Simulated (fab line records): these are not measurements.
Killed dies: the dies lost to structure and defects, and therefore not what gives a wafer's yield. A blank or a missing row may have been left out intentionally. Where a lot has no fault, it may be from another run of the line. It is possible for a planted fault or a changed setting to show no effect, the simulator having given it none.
fab line records ; flow n5_finfet ; part 2 of 2: steps 22 to 31 of 31
record: lots: 5; wafers: 15; last_day: 19
route steps=1938 shown SD_EPI_N@262
lots that met no fault: taken from a fault-free run of the same line
start_h: hours from the record's first day to the start of the lot's first wafer shown ; wait_h: hours from the lot's prior step to this one ; " identical to the entry in the row above ; L1.1+2: a single row standing in for several wafers ; - value missing, or start not given ; * or withheld: withheld ; < > ~ a bound
route shown NAME@n: a module of which the file shows steps, and the number in the route of the first ; usual: average and standard deviation across the fault-free wafers ; same: alike in all rows ; chamber/n: place in a boat ; sites: each site's reading ; _std_site: the standard deviation of these ; _edge_site: outer sites' mean less inner sites' ; radius_mm: for every site, how far away it sits from the centre of the wafer ; mask NAME#n: copy n ; behind: the tool/chamber that last shaped the wafer ; hold: the reason the lot was held/the length of the hold in hours/how it ended ; device: the transistor (n, p or np) that didn't switch ; end of line: at the end of the route, the tests of the same wafers ; a step without rows: its recipe alone ; killed: dies that structure and defects cost at the first sort, which is not the same as the wafer's yield ; map: dies across one wafer; x = killed, . = not, _ = none there
set.NAME: the setting that was run; set.NAME@STEP: the one run at that earlier step ; model.NAME: the simulator's own value behind a step, which no gauge read
lots at selected steps of the route; one table per step, one row per wafer
services: a tool's chamber out of use, with start hour (start_h, from the record's first day; less than 0 if before it), hours out, and reason
== steps ==
step: N5_SD_EPI_N_WET_ETCH_43
recipe: chemistry: dHF; dilution: withheld; time_s: 14; target: SiO2; target_depth_a: 15; temp_c: 25
usual: temp_c: 24.99/0.11
lot.wafer;tool;chamber;start_h;wait_h;temp_c
L081.3;wet_bench-03;4;95.41;-;25.01
L081.4;wet_bench-03;3;95.41;-;25.04
L081.6;wet_bench-03;7;95.41;-;24.82
L083.2;wet_bench-05;3;105.27;-;24.95
L083.4;wet_bench-05;0;105.27;-;24.77
L083.5;wet_bench-05;4;105.27;-;25.15
L086.3;wet_bench-03;0;122.51;-;24.74
L086.4;wet_bench-03;1;122.51;-;24.76
L086.5;wet_bench-03;5;122.51;-;25.06
L094.2;wet_bench-03;4;170.16;-;25.20
L094.5;wet_bench-03;7;170.16;-;24.84
L094.6;wet_bench-03;3;170.16;-;24.97
L097.1;wet_bench-04;1;189.09;-;24.94
L097.3;wet_bench-04;2;189.09;-;24.99
L097.4;wet_bench-04;0;189.09;-;24.89
step: N5_SD_EPI_N_STRIP_18
recipe: chemistry: SPM; time_s: 750; temp_c: 130; h2so4_h2o2_vol_ratio: 4
usual: temp_c: 130.00/0.13
lot.wafer;tool;chamber;start_h;wait_h;temp_c
L081.3;wet_bench-03;4;95.42;0.0;129.94
L081.4;wet_bench-03;3;95.42;0.0;130.02
L081.6;wet_bench-03;7;95.42;0.0;129.95
L083.2;wet_bench-05;3;105.27;0.0;130.11
L083.4;wet_bench-05;0;105.27;0.0;130.27
L083.5;wet_bench-05;4;105.27;0.0;129.82
L086.3;wet_bench-03;0;122.52;0.0;130.05
L086.4;wet_bench-03;1;122.52;0.0;129.92
L086.5;wet_bench-03;5;122.52;0.0;130.02
L094.2;wet_bench-03;4;170.17;0.0;129.68
L094.5;wet_bench-03;7;170.17;0.0;130.07
L094.6;wet_bench-03;3;170.17;0.0;130.05
L097.1;wet_bench-04;1;189.09;0.0;129.98
L097.3;wet_bench-04;2;189.09;0.0;129.89
L097.4;wet_bench-04;0;189.09;0.0;130.30
step: N5_SD_EPI_N_SRD_20
recipe: dry: ipa_marangoni; do_ppb: 5; time_s: 30; temp_c: 23; rinse_liquid: diw
usual: temp_c: 23.00/0.098
lot.wafer;tool;chamber;start_h;wait_h;temp_c
L081.3;wet_bench-03;4;95.63;0.0;22.80
L081.4;wet_bench-03;3;95.63;0.0;23.18
L081.6;wet_bench-03;7;95.63;0.0;22.93
L083.2;wet_bench-05;3;105.48;0.0;23.04
L083.4;wet_bench-05;0;105.48;0.0;23.03
L083.5;wet_bench-05;4;105.48;0.0;23.02
L086.3;wet_bench-03;0;122.73;0.0;23.00
L086.4;wet_bench-03;1;122.73;0.0;23.13
L086.5;wet_bench-03;5;122.73;0.0;23.08
L094.2;wet_bench-03;4;170.38;0.0;22.87
L094.5;wet_bench-03;7;170.38;0.0;23.07
L094.6;wet_bench-03;3;170.38;0.0;23.06
L097.1;wet_bench-04;1;189.30;0.0;22.78
L097.3;wet_bench-04;2;189.30;0.0;22.90
L097.4;wet_bench-04;0;189.30;0.0;23.13
step: N5_SD_EPI_N_PRECLEAN_48
recipe: chemistry: NF3:NH3; afs_cycles: 2; temp_c: 30; time_s: 20; sublimation_temp_c: 180; sublimation_time_s: 60; pressure_torr: 3; rf_power_w: 30
usual: chamber_pressure_Torr: 3.000/0.0077
lot.wafer;tool;chamber;start_h;wait_h;chamber_pressure_Torr
L081.3;epi_rpcvd-03;0;95.80;0.2;2.996
L081.4;epi_rpcvd-03;0;95.80;0.2;2.980
L081.6;epi_rpcvd-03;0;95.80;0.2;2.983
L083.2;epi_rpcvd-03;0;105.59;0.1;2.994
L083.4;epi_rpcvd-03;0;105.59;0.1;3.004
L083.5;epi_rpcvd-03;0;105.59;0.1;3.011
L086.3;epi_rpcvd-03;0;122.90;0.2;2.999
L086.4;epi_rpcvd-03;0;122.90;0.2;3.009
L086.5;epi_rpcvd-03;0;122.90;0.2;2.999
L094.2;epi_rpcvd-02;0;170.49;0.1;2.991
L094.5;epi_rpcvd-02;0;170.49;0.1;2.994
L094.6;epi_rpcvd-02;0;170.49;0.1;2.999
L097.1;epi_rpcvd-03;0;189.35;0.0;2.994
L097.3;epi_rpcvd-03;0;189.35;0.0;2.998
L097.4;epi_rpcvd-03;0;189.35;0.0;3.003
step: N5_SD_EPI_N_VAPOR_ETCH_50
recipe: chemistry: HCl; target: Si; temp_c: 775; time_s: 54; pressure_torr: 20; mode: isotropic
usual: chamber_pressure_Torr: 19.99/0.044; throttle_valve_pct: 12.1/0.38
lot.wafer;tool;chamber;start_h;wait_h;chamber_pressure_Torr;throttle_valve_pct
L081.3;epi_rpcvd-03;0;96.10;0.2;20.00;12.3
L081.4;epi_rpcvd-03;0;96.10;0.2;19.98;12.1
L081.6;epi_rpcvd-03;0;96.10;0.2;19.99;12.5
L083.2;epi_rpcvd-03;0;105.92;0.3;20.01;12.6
L083.4;epi_rpcvd-03;0;105.92;0.3;19.99;12.4
L083.5;epi_rpcvd-03;0;105.92;0.3;20.03;12.2
L086.3;epi_rpcvd-03;0;123.20;0.2;19.99;12.3
L086.4;epi_rpcvd-03;0;123.20;0.2;20.02;12.1
L086.5;epi_rpcvd-03;0;123.20;0.2;19.95;12.1
L094.2;epi_rpcvd-02;0;170.82;0.3;20.01;11.6
L094.5;epi_rpcvd-02;0;170.82;0.3;19.98;11.7
L094.6;epi_rpcvd-02;0;170.82;0.3;19.99;12.1
L097.1;epi_rpcvd-03;0;189.71;0.3;19.94;12.5
L097.3;epi_rpcvd-03;0;189.71;0.3;20.00;12.6
L097.4;epi_rpcvd-03;0;189.71;0.3;19.97;12.7
step: N5_SD_EPI_N_EPI_21
recipe: material: Si:P; dopant: P; temp_c: 680; pressure_torr: 255; time_s: 690
usual: chamber_pressure_Torr: 254.9/0.55
lot.wafer;tool;chamber;start_h;wait_h;chamber_pressure_Torr
L081.3;epi_rpcvd-03;0;96.78;0.7;255.5
L081.4;epi_rpcvd-03;0;96.78;0.7;254.6
L081.6;epi_rpcvd-03;0;96.78;0.7;254.9
L083.2;epi_rpcvd-03;0;106.35;0.4;255.6
L083.4;epi_rpcvd-03;0;106.35;0.4;255.1
L083.5;epi_rpcvd-03;0;106.35;0.4;254.3
L086.3;epi_rpcvd-03;0;123.88;0.7;254.7
L086.4;epi_rpcvd-03;0;123.88;0.7;255.0
L086.5;epi_rpcvd-03;0;123.88;0.7;254.6
L094.2;epi_rpcvd-02;0;171.25;0.4;254.8
L094.5;epi_rpcvd-02;0;171.25;0.4;254.7
L094.6;epi_rpcvd-02;0;171.25;0.4;255.3
L097.1;epi_rpcvd-03;0;189.89;0.1;255.3
L097.3;epi_rpcvd-03;0;189.89;0.1;255.6
L097.4;epi_rpcvd-03;0;189.89;0.1;255.2
step: N5_SD_EPI_N_EPI_MEAS_23
recipe: mode: xrd
usual: thk_nm: 58.9/1.2
lot.wafer;tool;chamber;start_h;wait_h;thk_nm
L081.3;film_metro-02;-;97.94;0.9;58.3
L081.4;film_metro-02;-;97.94;0.9;58.3
L081.6;film_metro-02;-;97.94;0.9;60.3
L083.2;film_metro-01;-;107.79;1.2;59.6
L083.4;film_metro-01;-;107.79;1.2;58.7
L083.5;film_metro-01;-;107.79;1.2;60.1
L086.3;film_metro-01;-;125.04;0.9;60.8
L086.4;film_metro-01;-;125.04;0.9;59.3
L086.5;film_metro-01;-;125.04;0.9;59.2
L094.2;film_metro-02;-;172.68;1.2;58.2
L094.5;film_metro-02;-;172.68;1.2;58.6
L094.6;film_metro-02;-;172.68;1.2;58.2
L097.1;film_metro-01;-;191.61;1.4;60.1
L097.3;film_metro-01;-;191.61;1.4;58.5
L097.4;film_metro-01;-;191.61;1.4;57.4
step: N5_SD_EPI_N_PRECLEAN_24
recipe: chemistry: O3/DIW; time_s: 60; temp_c: 22; o3_ppm: 10
usual: temp_c: 22.00/0.1
lot.wafer;tool;chamber;start_h;wait_h;temp_c
L081.3;wet_bench-03;7;97.97;0.0;22.04
L081.4;wet_bench-03;5;97.97;0.0;21.85
L081.6;wet_bench-03;4;97.97;0.0;22.19
L083.2;wet_bench-04;5;107.82;0.0;22.10
L083.4;wet_bench-04;0;107.82;0.0;22.07
L083.5;wet_bench-04;4;107.82;0.0;22.01
L086.3;wet_bench-03;0;125.07;0.0;21.75
L086.4;wet_bench-03;1;125.07;0.0;22.15
L086.5;wet_bench-03;5;125.07;0.0;21.95
L094.2;wet_bench-04;6;172.72;0.0;22.19
L094.5;wet_bench-04;1;172.72;0.0;21.89
L094.6;wet_bench-04;5;172.72;0.0;22.08
L097.1;wet_bench-04;5;191.65;0.0;21.94
L097.3;wet_bench-04;3;191.65;0.0;22.09
L097.4;wet_bench-04;0;191.65;0.0;21.90
step: N5_SD_EPI_N_SRD_25
recipe: time_s: 30; temp_c: 23; rinse_liquid: diw; dry: ipa_marangoni
usual: temp_c: 22.99/0.1
lot.wafer;tool;chamber;start_h;wait_h;temp_c
L081.3;wet_bench-03;7;97.99;0.0;23.07
L081.4;wet_bench-03;5;97.99;0.0;22.92
L081.6;wet_bench-03;4;97.99;0.0;23.07
L083.2;wet_bench-04;5;107.84;0.0;22.90
L083.4;wet_bench-04;0;107.84;0.0;22.95
L083.5;wet_bench-04;4;107.84;0.0;23.10
L086.3;wet_bench-03;0;125.09;0.0;22.88
L086.4;wet_bench-03;1;125.09;0.0;22.92
L086.5;wet_bench-03;5;125.09;0.0;23.22
L094.2;wet_bench-04;6;172.74;0.0;23.05
L094.5;wet_bench-04;1;172.74;0.0;23.06
L094.6;wet_bench-04;5;172.74;0.0;22.91
L097.1;wet_bench-04;5;191.67;0.0;23.13
L097.3;wet_bench-04;3;191.67;0.0;23.05
L097.4;wet_bench-04;0;191.67;0.0;23.00
step: N5_SD_EPI_N_PRECLEAN_49
recipe: chemistry: NF3:NH3; afs_cycles: 1; temp_c: 30; time_s: 20; sublimation_temp_c: 180; sublimation_time_s: 60; pressure_torr: 3; rf_power_w: 30
usual: rf_power_w: 30.00/0.1; temp_c: 29.99/0.13
lot.wafer;tool;chamber;start_h;wait_h;rf_power_w;temp_c
L081.3;remote_plasma-01;0;98.09;0.1;29.95;30.08
L081.4;remote_plasma-01;0;98.09;0.1;29.89;29.87
L081.6;remote_plasma-01;0;98.09;0.1;29.74;29.81
L083.2;remote_plasma-02;0;107.92;0.1;29.94;29.96
L083.4;remote_plasma-02;0;107.92;0.1;29.87;29.99
L083.5;remote_plasma-02;0;107.92;0.1;29.93;30.09
L086.3;remote_plasma-01;1;125.20;0.1;30.09;30.03
L086.4;remote_plasma-01;1;125.20;0.1;29.96;29.91
L086.5;remote_plasma-01;1;125.20;0.1;30.09;30.08
L094.2;remote_plasma-02;0;172.82;0.1;30.04;29.98
L094.5;remote_plasma-02;0;172.82;0.1;29.88;30.03
L094.6;remote_plasma-02;0;172.82;0.1;29.82;29.91
L097.1;remote_plasma-02;0;191.71;0.0;30.05;30.10
L097.3;remote_plasma-02;0;191.71;0.0;30.14;30.12
L097.4;remote_plasma-02;0;191.71;0.0;30.12;29.94
== services ==
tool;chamber;start_h;hours;kind
arfi_scanner-01;-;71.81;1.3;pm
arfi_scanner-03;-;76.69;4.9;pm
arfi_scanner-02;-;77.01;0.8;pm
arfi_scanner-01;-;90.61;8.0;pm
arfi_scanner-02;-;91.52;1.2;repair
arfi_scanner-03;-;99.76;1.3;pm
arfi_scanner-02;-;107.74;1.0;pm
rie_si-03;0;111.40;7.7;repair
rie_diel-06;2;112.37;4.9;repair
arfi_scanner-01;-;113.50;3.9;pm
rie_diel-01;0;119.86;2.2;repair
plasma_asher-02;-;120.39;0.9;repair
wet_bench-04;-;121.00;1.5;repair
arfi_scanner-02;-;121.41;1.8;repair
arfi_scanner-03;-;121.81;3.0;pm
arfi_scanner-01;-;124.34;1.0;pm
rie_si-03;3;124.96;6.3;repair
epi_rpcvd-03;-;127.25;1.6;repair
rie_si-03;2;136.06;10.6;repair
arfi_scanner-03;-;139.97;1.0;pm
rie_diel-06;1;164.44;9.9;repair
rie_diel-01;3;177.60;5.2;repair
rie_diel-06;1;183.55;8.8;repair
arfi_scanner-01;-;187.90;0.2;repair
